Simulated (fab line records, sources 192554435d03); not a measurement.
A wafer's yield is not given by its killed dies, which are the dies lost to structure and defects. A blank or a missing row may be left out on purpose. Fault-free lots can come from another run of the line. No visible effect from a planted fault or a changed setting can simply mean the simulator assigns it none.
Lot-split experiment || flow n5 finfet || 7 lots, 39 wafers read, on a route of 1938 steps

## ABOUT THE SPLIT
At N5_BEOL_M14_SPUTTER_45 (material Cu, target thk 100 nm, time 16.67 s), the setting target thk a was moved away from the recipe's 1000 angstrom on 9 of the 39 wafers read, by -52.5% to -36.2%. For the rest of the wafers, this setting stayed at what the recipe calls for.

## FROM THE SPLIT TO THE READING: what the file shows between them, 3 steps
- N5_BEOL_M14_ECD_47: material Cu, target thk 1248 nm
- N5_BEOL_M14_ANNEAL_48: time 90 s
- N5_BEOL_M14_DEP_53: deposits SiCN from 3MS/NH3, target thk 50 nm, time 17.8 s

## THE READING
raw defect count, at N5_BEOL_M14_INSPECT_55 (inspects for defects (darkfield)). On this fab line, fault-free wafers typically give 65 with a standard deviation of 20.

{"wafer": "L077.1", "tool, chamber at the split": "pvd sputter-03, -", "target thk a as run, angstrom": 474.8, "against the recipe": "-52.5%", "raw defect count": 229, "against lot-mates on the recipe": "+182"}
{"wafer": "L077.2", "tool, chamber at the split": "pvd sputter-03, -", "target thk a as run, angstrom": 1000, "against the recipe": "recipe", "raw defect count": 47, "against lot-mates on the recipe": "-"}
{"wafer": "L077.3", "tool, chamber at the split": "pvd sputter-03, -", "target thk a as run, angstrom": 474.8, "against the recipe": "-52.5%", "raw defect count": 178, "against lot-mates on the recipe": "+131"}
{"wafer": "L077.4", "tool, chamber at the split": "pvd sputter-03, -", "target thk a as run, angstrom": 474.8, "against the recipe": "-52.5%", "raw defect count": 216, "against lot-mates on the recipe": "+169"}
{"wafer": "L077.5", "tool, chamber at the split": "pvd sputter-03, -", "target thk a as run, angstrom": 1000, "against the recipe": "recipe", "raw defect count": 49, "against lot-mates on the recipe": "-"}
{"wafer": "L077.6", "tool, chamber at the split": "pvd sputter-03, -", "target thk a as run, angstrom": 1000, "against the recipe": "recipe", "raw defect count": 45, "against lot-mates on the recipe": "-"}
{"wafer": "L078.1", "tool, chamber at the split": "pvd sputter-02, -", "target thk a as run, angstrom": 495, "against the recipe": "-50.5%", "raw defect count": 165, "against lot-mates on the recipe": "+107"}
{"wafer": "L078.2", "tool, chamber at the split": "pvd sputter-02, -", "target thk a as run, angstrom": 1000, "against the recipe": "recipe", "raw defect count": 50, "against lot-mates on the recipe": "-"}
{"wafer": "L078.3", "tool, chamber at the split": "pvd sputter-02, -", "target thk a as run, angstrom": 495, "against the recipe": "-50.5%", "raw defect count": 221, "against lot-mates on the recipe": "+163"}
{"wafer": "L078.4", "tool, chamber at the split": "pvd sputter-02, -", "target thk a as run, angstrom": 1000, "against the recipe": "recipe", "raw defect count": 57, "against lot-mates on the recipe": "-"}
{"wafer": "L078.5", "tool, chamber at the split": "pvd sputter-02, -", "target thk a as run, angstrom": 1000, "against the recipe": "recipe", "raw defect count": 66, "against lot-mates on the recipe": "-"}
{"wafer": "L078.6", "tool, chamber at the split": "pvd sputter-02, -", "target thk a as run, angstrom": 495, "against the recipe": "-50.5%", "raw defect count": 232, "against lot-mates on the recipe": "+174"}
{"wafer": "L085.1", "tool, chamber at the split": "pvd sputter-02, -", "target thk a as run, angstrom": 1000, "against the recipe": "recipe", "raw defect count": 118, "against lot-mates on the recipe": "-"}
{"wafer": "L085.2", "tool, chamber at the split": "pvd sputter-02, -", "target thk a as run, angstrom": 1000, "against the recipe": "recipe", "raw defect count": 109, "against lot-mates on the recipe": "-"}
{"wafer": "L085.3", "tool, chamber at the split": "pvd sputter-02, -", "target thk a as run, angstrom": 1000, "against the recipe": "recipe", "raw defect count": 102, "against lot-mates on the recipe": "-"}
{"wafer": "L085.4", "tool, chamber at the split": "pvd sputter-02, -", "target thk a as run, angstrom": 1000, "against the recipe": "recipe", "raw defect count": 78, "against lot-mates on the recipe": "-"}
{"wafer": "L085.5", "tool, chamber at the split": "pvd sputter-02, -", "target thk a as run, angstrom": 1000, "against the recipe": "recipe", "raw defect count": 74, "against lot-mates on the recipe": "-"}
{"wafer": "L085.6", "tool, chamber at the split": "pvd sputter-02, -", "target thk a as run, angstrom": 1000, "against the recipe": "recipe", "raw defect count": 95, "against lot-mates on the recipe": "-"}
{"wafer": "L083.1", "tool, chamber at the split": "pvd sputter-03, -", "target thk a as run, angstrom": 1000, "against the recipe": "recipe", "raw defect count": 80, "against lot-mates on the recipe": "-"}
{"wafer": "L083.2", "tool, chamber at the split": "pvd sputter-03, -", "target thk a as run, angstrom": 1000, "against the recipe": "recipe", "raw defect count": 54, "against lot-mates on the recipe": "-"}
{"wafer": "L083.3", "tool, chamber at the split": "pvd sputter-03, -", "target thk a as run, angstrom": 1000, "against the recipe": "recipe", "raw defect count": 71, "against lot-mates on the recipe": "-"}
{"wafer": "L083.4", "tool, chamber at the split": "pvd sputter-03, -", "target thk a as run, angstrom": 1000, "against the recipe": "recipe", "raw defect count": 37, "against lot-mates on the recipe": "-"}
{"wafer": "L083.5", "tool, chamber at the split": "pvd sputter-03, -", "target thk a as run, angstrom": 1000, "against the recipe": "recipe", "raw defect count": 76, "against lot-mates on the recipe": "-"}
{"wafer": "L083.6", "tool, chamber at the split": "pvd sputter-03, -", "target thk a as run, angstrom": 1000, "against the recipe": "recipe", "raw defect count": 52, "against lot-mates on the recipe": "-"}
{"wafer": "L087.3", "tool, chamber at the split": "pvd sputter-01, -", "target thk a as run, angstrom": 1000, "against the recipe": "recipe", "raw defect count": 73, "against lot-mates on the recipe": "-"}
{"wafer": "L087.5", "tool, chamber at the split": "pvd sputter-01, -", "target thk a as run, angstrom": 1000, "against the recipe": "recipe", "raw defect count": 46, "against lot-mates on the recipe": "-"}
{"wafer": "L087.6", "tool, chamber at the split": "pvd sputter-01, -", "target thk a as run, angstrom": 1000, "against the recipe": "recipe", "raw defect count": 54, "against lot-mates on the recipe": "-"}
{"wafer": "L093.1", "tool, chamber at the split": "pvd sputter-03, -", "target thk a as run, angstrom": 1000, "against the recipe": "recipe", "raw defect count": 72, "against lot-mates on the recipe": "-"}
{"wafer": "L093.2", "tool, chamber at the split": "pvd sputter-03, -", "target thk a as run, angstrom": 1000, "against the recipe": "recipe", "raw defect count": 54, "against lot-mates on the recipe": "-"}
{"wafer": "L093.3", "tool, chamber at the split": "pvd sputter-03, -", "target thk a as run, angstrom": 1000, "against the recipe": "recipe", "raw defect count": 66, "against lot-mates on the recipe": "-"}
{"wafer": "L093.4", "tool, chamber at the split": "pvd sputter-03, -", "target thk a as run, angstrom": 1000, "against the recipe": "recipe", "raw defect count": 62, "against lot-mates on the recipe": "-"}
{"wafer": "L093.5", "tool, chamber at the split": "pvd sputter-03, -", "target thk a as run, angstrom": 1000, "against the recipe": "recipe", "raw defect count": 70, "against lot-mates on the recipe": "-"}
{"wafer": "L093.6", "tool, chamber at the split": "pvd sputter-03, -", "target thk a as run, angstrom": 1000, "against the recipe": "recipe", "raw defect count": 39, "against lot-mates on the recipe": "-"}
{"wafer": "L095.1", "tool, chamber at the split": "pvd sputter-03, -", "target thk a as run, angstrom": 637.7, "against the recipe": "-36.2%", "raw defect count": 75, "against lot-mates on the recipe": "+25"}
{"wafer": "L095.2", "tool, chamber at the split": "pvd sputter-03, -", "target thk a as run, angstrom": 1000, "against the recipe": "recipe", "raw defect count": 59, "against lot-mates on the recipe": "-"}
{"wafer": "L095.3", "tool, chamber at the split": "pvd sputter-03, -", "target thk a as run, angstrom": 1000, "against the recipe": "recipe", "raw defect count": 41, "against lot-mates on the recipe": "-"}
{"wafer": "L095.4", "tool, chamber at the split": "pvd sputter-03, -", "target thk a as run, angstrom": 637.7, "against the recipe": "-36.2%", "raw defect count": 72, "against lot-mates on the recipe": "+22"}
{"wafer": "L095.5", "tool, chamber at the split": "pvd sputter-03, -", "target thk a as run, angstrom": 637.7, "against the recipe": "-36.2%", "raw defect count": 103, "against lot-mates on the recipe": "+53"}
{"wafer": "L095.6", "tool, chamber at the split": "pvd sputter-03, -", "target thk a as run, angstrom": 1000, "against the recipe": "recipe", "raw defect count": 50, "against lot-mates on the recipe": "-"}

THE FIT
A straight line over all 39 wafers: raw defect count changes by -2.35 for each +1% of target thk a; r = -0.85; the points scatter about the line by 30.
The same after taking each lot's own level away (the mean of its wafers on the recipe; 39 wafers): -2.63 for each +1%; r = -0.91; scatter 25.
That fit puts the effect of the largest move of target thk a on the reading at 1.4e+02.
Across the lots, their own levels run from 47.0 to 96.0, a range of 2.5 times the standard deviation given above.
Hence the slope depends on the lot-to-lot level, as the two fits are not the same.
Check: with one of the wafers moved furthest among these (-52.5%) left out of the fit, the line predicts +129 for it against its lot-mates. It came out at +182 against them.

## ADDITIONAL SPLITS CARRIED BY THESE WAFERS
Before the reading, these wafers also passed through other splits. Each is held against what the fit with the lots' levels taken away leaves over:
{"other split on the same wafers": "N5_BEOL_M6_ILD_DEP_00 target thk a", "wafers away from the commonest value": 12, "r with raw defect count (lot level and that fit taken away)": "+0.01"}
{"other split on the same wafers": "N5_BEOL_M8_ILD_DEP_00 target thk a", "wafers away from the commonest value": 15, "r with raw defect count (lot level and that fit taken away)": -0.05}
{"other split on the same wafers": "N5_BEOL_M11_CVD_75 target thk a", "wafers away from the commonest value": 15, "r with raw defect count (lot level and that fit taken away)": -0.10}

## FILE'S OWN FIT
raw defect count changes by -2.59 for each +1% of target thk a, r = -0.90.
